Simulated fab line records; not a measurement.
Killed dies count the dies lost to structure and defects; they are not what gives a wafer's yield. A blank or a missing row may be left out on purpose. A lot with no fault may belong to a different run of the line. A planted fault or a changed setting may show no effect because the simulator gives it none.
Split-lot trial :: flow n5Finfet :: route with 1938 steps; 7 lots, 39 wafers read

## ON THE SPLIT
At N5_FIN_SAQP_PECVD_06 (deposits a-Si from SiH4/He, target thk 60 nm, time 48.1 s), the setting timeS was moved away from the recipe's 48.1 s on 15 of the 39 wafers read, by -56.1% to +48.4%. All remaining wafers had this setting at the recipe value.

## FROM THE SPLIT TO THE READING: what the file shows between them, 5 steps
- N5_FIN_SAQP_THK_MEAS_07
- N5_FIN_SAQP_HM_DEP_72: deposits SiO2 from SiH4/N2O, target thk 12 nm, time 7.2 s
- N5_FIN_SAQP_COAT_49: time 60 s, resist thk 100 nm
- N5_FIN_SAQP_HM_OPEN_73: chemistry CHF3/O2, target SiO2, stops on a-Si, target depth 12 nm, time 16.8 s
- N5_FIN_SAQP_STRIP_74: strips in CHF3/O2

## THE READING
oesProductAu, in a.u., at N5_FIN_SAQP_MANDREL_ETCH_22 (etches a-Si in HBr/Cl2, stops on SiNx, target depth 60 nm, bt time 10 s, time 30 s). Typical for fault-free wafers on this fab line: 0.773 a.u., with standard deviation 0.011 a.u.

wafer: L075.1
tool, chamber at the split: pecvd-01, 0
timeS as run, s: 48.1
against the recipe: recipe
oesProductAu, a.u.: 0.772
against lot-mates on the recipe: -

wafer: L075.2
tool, chamber at the split: pecvd-01, 2
timeS as run, s: 71.36
against the recipe: +48.4%
oesProductAu, a.u.: 0.988
against lot-mates on the recipe: +0.212

wafer: L075.3
tool, chamber at the split: pecvd-01, 1
timeS as run, s: 48.1
against the recipe: recipe
oesProductAu, a.u.: 0.758
against lot-mates on the recipe: -

wafer: L075.4
tool, chamber at the split: pecvd-01, 0
timeS as run, s: 48.1
against the recipe: recipe
oesProductAu, a.u.: 0.798
against lot-mates on the recipe: -

wafer: L075.5
tool, chamber at the split: pecvd-01, 2
timeS as run, s: 71.36
against the recipe: +48.4%
oesProductAu, a.u.: 1.004
against lot-mates on the recipe: +0.228

wafer: L075.6
tool, chamber at the split: pecvd-01, 1
timeS as run, s: 71.36
against the recipe: +48.4%
oesProductAu, a.u.: 1.013
against lot-mates on the recipe: +0.237

wafer: L080.1
tool, chamber at the split: pecvd-03, 1
timeS as run, s: 48.1
against the recipe: recipe
oesProductAu, a.u.: 0.790
against lot-mates on the recipe: -

wafer: L080.2
tool, chamber at the split: pecvd-03, 2
timeS as run, s: 21.1
against the recipe: -56.1%
oesProductAu, a.u.: 0.508
against lot-mates on the recipe: -0.277

wafer: L080.3
tool, chamber at the split: pecvd-03, 0
timeS as run, s: 21.1
against the recipe: -56.1%
oesProductAu, a.u.: 0.506
against lot-mates on the recipe: -0.279

wafer: L080.4
tool, chamber at the split: pecvd-03, 0
timeS as run, s: 21.1
against the recipe: -56.1%
oesProductAu, a.u.: 0.512
against lot-mates on the recipe: -0.273

wafer: L080.5
tool, chamber at the split: pecvd-03, 1
timeS as run, s: 48.1
against the recipe: recipe
oesProductAu, a.u.: 0.784
against lot-mates on the recipe: -

wafer: L080.6
tool, chamber at the split: pecvd-03, 2
timeS as run, s: 48.1
against the recipe: recipe
oesProductAu, a.u.: 0.780
against lot-mates on the recipe: -

wafer: L081.1
tool, chamber at the split: pecvd-03, 2
timeS as run, s: 48.1
against the recipe: recipe
oesProductAu, a.u.: 0.753
against lot-mates on the recipe: -

wafer: L081.2
tool, chamber at the split: pecvd-03, 0
timeS as run, s: 67.07
against the recipe: +39.4%
oesProductAu, a.u.: 0.956
against lot-mates on the recipe: +0.191

wafer: L081.3
tool, chamber at the split: pecvd-03, 2
timeS as run, s: 67.07
against the recipe: +39.4%
oesProductAu, a.u.: 0.966
against lot-mates on the recipe: +0.201

wafer: L081.4
tool, chamber at the split: pecvd-03, 0
timeS as run, s: 67.07
against the recipe: +39.4%
oesProductAu, a.u.: 0.968
against lot-mates on the recipe: +0.203

wafer: L081.5
tool, chamber at the split: pecvd-03, 2
timeS as run, s: 48.1
against the recipe: recipe
oesProductAu, a.u.: 0.762
against lot-mates on the recipe: -

wafer: L081.6
tool, chamber at the split: pecvd-03, 0
timeS as run, s: 48.1
against the recipe: recipe
oesProductAu, a.u.: 0.780
against lot-mates on the recipe: -

wafer: L085.1
tool, chamber at the split: pecvd-01, 0
timeS as run, s: 48.1
against the recipe: recipe
oesProductAu, a.u.: 0.758
against lot-mates on the recipe: -

wafer: L085.2
tool, chamber at the split: pecvd-01, 1
timeS as run, s: 48.1
against the recipe: recipe
oesProductAu, a.u.: 0.781
against lot-mates on the recipe: -

wafer: L085.3
tool, chamber at the split: pecvd-01, 2
timeS as run, s: 48.1
against the recipe: recipe
oesProductAu, a.u.: 0.775
against lot-mates on the recipe: -

wafer: L086.1
tool, chamber at the split: pecvd-03, 1
timeS as run, s: 48.1
against the recipe: recipe
oesProductAu, a.u.: 0.789
against lot-mates on the recipe: -

wafer: L086.2
tool, chamber at the split: pecvd-03, 0
timeS as run, s: 63.87
against the recipe: +32.8%
oesProductAu, a.u.: 0.923
against lot-mates on the recipe: +0.153

wafer: L086.3
tool, chamber at the split: pecvd-03, 2
timeS as run, s: 48.1
against the recipe: recipe
oesProductAu, a.u.: 0.750
against lot-mates on the recipe: -

wafer: L086.4
tool, chamber at the split: pecvd-03, 2
timeS as run, s: 48.1
against the recipe: recipe
oesProductAu, a.u.: 0.772
against lot-mates on the recipe: -

wafer: L086.5
tool, chamber at the split: pecvd-03, 1
timeS as run, s: 63.87
against the recipe: +32.8%
oesProductAu, a.u.: 0.924
against lot-mates on the recipe: +0.154

wafer: L086.6
tool, chamber at the split: pecvd-03, 0
timeS as run, s: 63.87
against the recipe: +32.8%
oesProductAu, a.u.: 0.941
against lot-mates on the recipe: +0.171

wafer: L096.1
tool, chamber at the split: pecvd-01, 1
timeS as run, s: 48.1
against the recipe: recipe
oesProductAu, a.u.: 0.770
against lot-mates on the recipe: -

wafer: L096.2
tool, chamber at the split: pecvd-01, 2
timeS as run, s: 48.1
against the recipe: recipe
oesProductAu, a.u.: 0.777
against lot-mates on the recipe: -

wafer: L096.3
tool, chamber at the split: pecvd-01, 2
timeS as run, s: 48.1
against the recipe: recipe
oesProductAu, a.u.: 0.772
against lot-mates on the recipe: -

wafer: L096.4
tool, chamber at the split: pecvd-01, 1
timeS as run, s: 48.1
against the recipe: recipe
oesProductAu, a.u.: 0.789
against lot-mates on the recipe: -

wafer: L096.5
tool, chamber at the split: pecvd-01, 1
timeS as run, s: 48.1
against the recipe: recipe
oesProductAu, a.u.: 0.784
against lot-mates on the recipe: -

wafer: L096.6
tool, chamber at the split: pecvd-01, 2
timeS as run, s: 48.1
against the recipe: recipe
oesProductAu, a.u.: 0.771
against lot-mates on the recipe: -

wafer: L097.1
tool, chamber at the split: pecvd-01, 1
timeS as run, s: 48.1
against the recipe: recipe
oesProductAu, a.u.: 0.770
against lot-mates on the recipe: -

wafer: L097.2
tool, chamber at the split: pecvd-01, 0
timeS as run, s: 48.1
against the recipe: recipe
oesProductAu, a.u.: 0.761
against lot-mates on the recipe: -

wafer: L097.3
tool, chamber at the split: pecvd-01, 2
timeS as run, s: 36.78
against the recipe: -23.5%
oesProductAu, a.u.: 0.651
against lot-mates on the recipe: -0.117

wafer: L097.4
tool, chamber at the split: pecvd-01, 0
timeS as run, s: 36.78
against the recipe: -23.5%
oesProductAu, a.u.: 0.660
against lot-mates on the recipe: -0.108

wafer: L097.5
tool, chamber at the split: pecvd-01, 2
timeS as run, s: 48.1
against the recipe: recipe
oesProductAu, a.u.: 0.773
against lot-mates on the recipe: -

wafer: L097.6
tool, chamber at the split: pecvd-01, 1
timeS as run, s: 36.78
against the recipe: -23.5%
oesProductAu, a.u.: 0.648
against lot-mates on the recipe: -0.120

FIT RESULTS
A straight line over all 39 wafers: oesProductAu changes by +0.00477 a.u. for each +1% of timeS; r = +1.00; the points scatter about the line by 0.011 a.u.
The same after taking each lot's own level away (the mean of its wafers on the recipe; 39 wafers): +0.00486 a.u. for each +1%; r = +1.00; scatter 0.01 a.u.
That fit puts the effect of the largest move of timeS on the reading at 0.27 a.u.
Across the lots, their own levels run from 0.7650 to 0.7847 a.u., a range of 1.8 times the standard deviation given above.
Hence the lot-to-lot level has little effect on the slope; both slopes agree.
Check: for one of the wafers moved furthest among these (-56.1%), held out of the fit, the line's prediction against its lot-mates is -0.273 a.u. Against them it came out at -0.277 a.u.

## THE WHOLE CHAIN: every reading that the file lists as answering this split, in the file's order
step: N5_FIN_SAQP_PECVD_06
what it does: deposits a-Si from SiH4/He, target thk 60 nm, time 48.1 s
reading: a-Si_of_FIN_SAQP_PECVD_06.thkNm (the simulator's own value, which no gauge read)
change (the file's fit): +0.611 nm for each +1% of the setting
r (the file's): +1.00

step: N5_FIN_SAQP_THK_MEAS_07
what it does: 
reading: thkNm
change (the file's fit): withheld for each +1% of the setting
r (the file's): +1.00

step: N5_FIN_SAQP_MANDREL_ETCH_22
what it does: etches a-Si in HBr/Cl2, stops on SiNx, target depth 60 nm, bt time 10 s, time 30 s
reading: oesProductAu
change (the file's fit): +0.00486 a.u. for each +1% of the setting
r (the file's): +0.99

step: N5_FIN_SAQP_MANDREL_ETCH_22
what it does: etches a-Si in HBr/Cl2, stops on SiNx, target depth 60 nm, bt time 10 s, time 30 s
reading: etch.depthNm (the simulator's own value, which no gauge read)
change (the file's fit): +0.61 nm for each +1% of the setting
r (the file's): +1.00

## THE FILE'S OWN FIT
oesProductAu changes by +0.00486 a.u. for each +1% of timeS, r = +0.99.
